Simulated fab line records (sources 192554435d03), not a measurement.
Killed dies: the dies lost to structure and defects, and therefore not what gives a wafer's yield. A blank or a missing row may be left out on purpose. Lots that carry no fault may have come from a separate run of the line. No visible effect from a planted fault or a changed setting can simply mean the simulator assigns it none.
A struck lot beside a sound one | flow n5Finfet | 41 steps out of a route of 1938
Sound: these wafers, L498.3, L498.4, L498.6. Struck: wafers L490.3, L490.4, L490.5. The cause is named last.
At each step with rows: each side's tool, then ch and its chambers, then its first start. Under that, the readings that differ: sound wafers | struck wafers | difference of the means | sigmas: that difference in standard deviations of wafers without a fault.
alike: same words and numbers on both sides, and readings whose means sit less than 2 such deviations apart. not compared: any withheld reading, any reading some wafer has no value for, any bound like >300 that may hide the same value, and any number with overlapping values for which the record gives no deviation.
The two part at a step that has a row with sigmas, a row that says differs or no value, or rows on one side only. When numbers do not overlap yet have no deviation, they are printed without sigmas and do not part them. A reading that every wafer of one side lacks parts them only if that side has two wafers or more.

first, 12 steps without rows for these wafers: N5_HKMG_FIN_ETCH_31 (etches SiARC in CF4, target depth 45.5 nm, time 75.8 s); N5_HKMG_FIN_ETCH_32 (etches SOC in N2/H2, target depth 240 nm, time 300 s); N5_HKMG_FIN_STRIP_33 (strips in N2/H2); N5_HKMG_FIN_STRIP_34 (strips in CF4); N5_HKMG_FIN_ETCH_35 (etches SOC in N2/H2, target depth 215.8 nm, time 243.4 s); N5_HKMG_FIN_STRIP_92 (strips SOC in N2/H2, time 20 s); N5_HKMG_FIN_WET_ETCH_18 (etches TiN in SC1, time 55 s, target depth 5.2 nm, rinse time 30 s); N5_HKMG_FIN_STRIP_19 (strips in N2/H2, time 360 s); N5_HKMG_FIN_ALD_91 (deposits TiN, target thk 1 nm, pulse time 1 s, purge time 3 s); N5_HKMG_FIN_COAT_85 (time 60 s, resist thk 300 nm); N5_HKMG_FIN_ETCH_86 (etches SOC in N2/H2, stops on TiN, target depth 393.2 nm); N5_HKMG_FIN_STRIP_89 (strips SOC in N2/H2, time 20 s).
N5_HKMG_FIN_WET_ETCH_87: etches TiN in SC1, time 154.2 s, target depth 4.7 nm, rinse time 30 s.
  sound on wetBench-01 ch 0,1,5, day 9 00:37; struck on wetBench-04 ch 1,3,7, day 7 05:01
  alike: tempC
then, 27 steps without rows for these wafers: N5_HKMG_FIN_STRIP_88 (strips in N2/H2, time 360 s); N5_HKMG_FIN_NWFM_ALD_20 (deposits TiAlC, target thk 2 nm, pulse time 3 s, purge time 2 s); N5_HKMG_FIN_ALD_71 (deposits TiN, target thk 1 nm, pulse time 1 s, purge time 3 s); N5_HKMG_FIN_COAT_66 (time 60 s, resist thk 300 nm); N5_HKMG_FIN_ETCH_67 (etches SOC in N2/H2, stops on TiN, target depth 388.9 nm); N5_HKMG_FIN_STRIP_90 (strips SOC in N2/H2, time 20 s); N5_HKMG_FIN_WET_ETCH_73 (etches the open film in SC1, time 42.3 s, target depth 1.3 nm, rinse time 30 s); N5_HKMG_FIN_ETCHBACK_68 (etches the open film in Cl2/Ar, stops on HfO2, target depth 0.5 nm); N5_HKMG_FIN_STRIP_69 (strips in N2/H2, time 360 s); N5_HKMG_FIN_ALD_21 (deposits TiN, target thk 1.5 nm, pulse time 1 s, purge time 3 s); N5_HKMG_FIN_ALD_72 (deposits W, target thk 2 nm, pulse time 1 s, purge time 2 s); N5_HKMG_FIN_W_FILL_22 (material W, target thk 60 nm, time 18.2 s); N5_HKMG_FIN_PRECLEAN_83 (cleans in DIW, time 57.5 s); N5_HKMG_FIN_SRD_84 (dry time 32 s); N5_HKMG_FIN_CMP_23 (polishes, stops on SiNx, t overpolish 10 s, target thk 46.326 nm); N5_HKMG_FIN_CMP_94 (polishes, stops on SiNx, t overpolish 4.7 s, target thk 43.299 nm); N5_GATE_CUT_ETCHBACK_00 (etches W in SF6/Cl2); N5_GATE_CUT_ETCH_56 (etches TiN in Cl2/Ar, target depth 21.6 nm); N5_GATE_CUT_ETCHBACK_30 (etches TiN in Cl2/Ar, target depth 3 nm); N5_GATE_CUT_VAPOR_ETCH_60 (etches HfO2 in BCl3/Cl2); N5_GATE_CUT_ETCH_58 (etches SiNx in CH3F/O2, target depth 17 nm, time 128.6 s); N5_GATE_CUT_STRIP_59 (strips in N2/H2, time 20 s); N5_GATE_CUT_PRECLEAN_31 (cleans in DIW, time 300 s); N5_GATE_CUT_SRD_32 (time 30 s); N5_GATE_CUT_SAC_CAP_01 (material SiNx, target thk 24 nm, pulse time 1 s, ald cycles 480); N5_GATE_CUT_PECVD_57 (deposits SiNx from SiH4/NH3/N2, target thk 21 nm); N5_GATE_CUT_CMP_02 (polishes, stops on SiO2, t overpolish 12.7 s, target thk 0 nm).
-- the record jumps here: 8 days lie between the struck wafers' starts before and after (it left off in module GATE_CUT and takes up again in module PASSIVATION, whose first step shown is number 1936 of the route) --
N5_PASSIVATION_PROBE_49:
  the record has rows for the struck wafers here (prober-01, day 15 12:02) and none for the sound ones

## WHERE THEY PART
Only at N5_PASSIVATION_PROBE_49, as far as this record shows.

WHY: what the simulator had put in
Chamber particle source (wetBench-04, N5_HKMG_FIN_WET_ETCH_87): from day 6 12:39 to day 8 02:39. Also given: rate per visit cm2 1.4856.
